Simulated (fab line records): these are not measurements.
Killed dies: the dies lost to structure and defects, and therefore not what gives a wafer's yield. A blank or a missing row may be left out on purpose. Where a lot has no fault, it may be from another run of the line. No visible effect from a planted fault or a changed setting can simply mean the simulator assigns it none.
Comparing a struck lot with a sound one -- flow nandHarc -- 15 steps out of a route of 1159
Sound: wafers L463.1, L463.4, L463.6. The struck wafers were L464.1, L464.3, L464.6. At the end, the cause is stated.
At each step with rows: each side's tool, then ch and its chambers, then its first start. Under that, the readings that differ: sound wafers -- struck wafers -- difference of the means -- sigmas: that difference in standard deviations of wafers without a fault.
alike: readings whose means differ by less than 2 such deviations, and words and numbers that are the same on both sides. not compared: withheld readings, readings that some wafer has no value for, bounds like >300 that may hide the same value, and numbers for which the record gives no deviation and whose values overlap.
Wherever a step has rows on one side only, a row that says differs or no value, or a row with sigmas, the two part there. Numbers that have no deviation but don't overlap get no sigmas and don't part them. A reading that every wafer of one side lacks parts them only if that side has two wafers or more.

first, 8 steps without rows for these wafers: NHARC_P_GATE_DEHYDRATE_03 (time 120 s); NHARC_P_GATE_HMDS_04 (time 30 s); NHARC_P_GATE_COAT_05; NHARC_P_GATE_SOFTBAKE_06 (time 95 s); NHARC_P_GATE_EBR_07; NHARC_P_GATE_EXPOSE_08 (exposes mask P HV); NHARC_P_GATE_PEB_09 (peb time 85 s); NHARC_P_GATE_DEVELOP_10 (time 70 s).
NHARC_P_GATE_CD_MEAS_11: the cd target is 1640 nm.
  sound on cdSem-03 ch 0, day 4 10:10; struck on cdSem-03 ch 0, day 5 05:31
  alike: cdNm
then, 1 step without rows for these wafers: NHARC_P_GATE_HARDBAKE_12 (time 80 s).
NHARC_P_GATE_DESCUM_13: chemistry O2, time 3 s.
  sound on rieDiel-02 ch 0,1,2, day 4 10:20; struck on rieDiel-03 ch 1,3, day 5 05:40
  alike: drypumpMotorCurrentA, oesProductAu, rfVppV, showerheadPlenumPTorr, throttleValvePct
  not compared: rfHoursCounterH
then, 1 step without rows for these wafers: NHARC_P_GATE_ETCH_14 (etches SiO2 in dHF, target depth 48.8 nm).
NHARC_P_GATE_STRIP_15: strips in SPM, time 780 s.
  sound on wetBench-09 ch 2,4,5, day 4 10:32; struck on wetBench-06 ch 0,1,5, day 5 05:52
  no value came back on the struck wafers for bathGuardTempC (C), bathHeatDutyPct (%); on the sound wafers bathGuardTempC (C) reads 129.8 130.2 130.5
then, 1 step without rows for these wafers: NHARC_P_GATE_PRECLEAN_71 (cleans in SC1).
-- break in the record here, with 15 days between the starts of the struck wafers on either side (left off in module P_GATE, picked up again in module END, where the first step shown is number 1159 on the route) --
NHARC_END_SORT_01:
  the record has rows for the struck wafers here (prober-02 ch 0, day 20 07:17) and none for the sound ones

== WHERE THEY PART ==
First at NHARC_P_GATE_STRIP_15; last, within this record, at NHARC_END_SORT_01.

WHY: whatever the simulator had introduced
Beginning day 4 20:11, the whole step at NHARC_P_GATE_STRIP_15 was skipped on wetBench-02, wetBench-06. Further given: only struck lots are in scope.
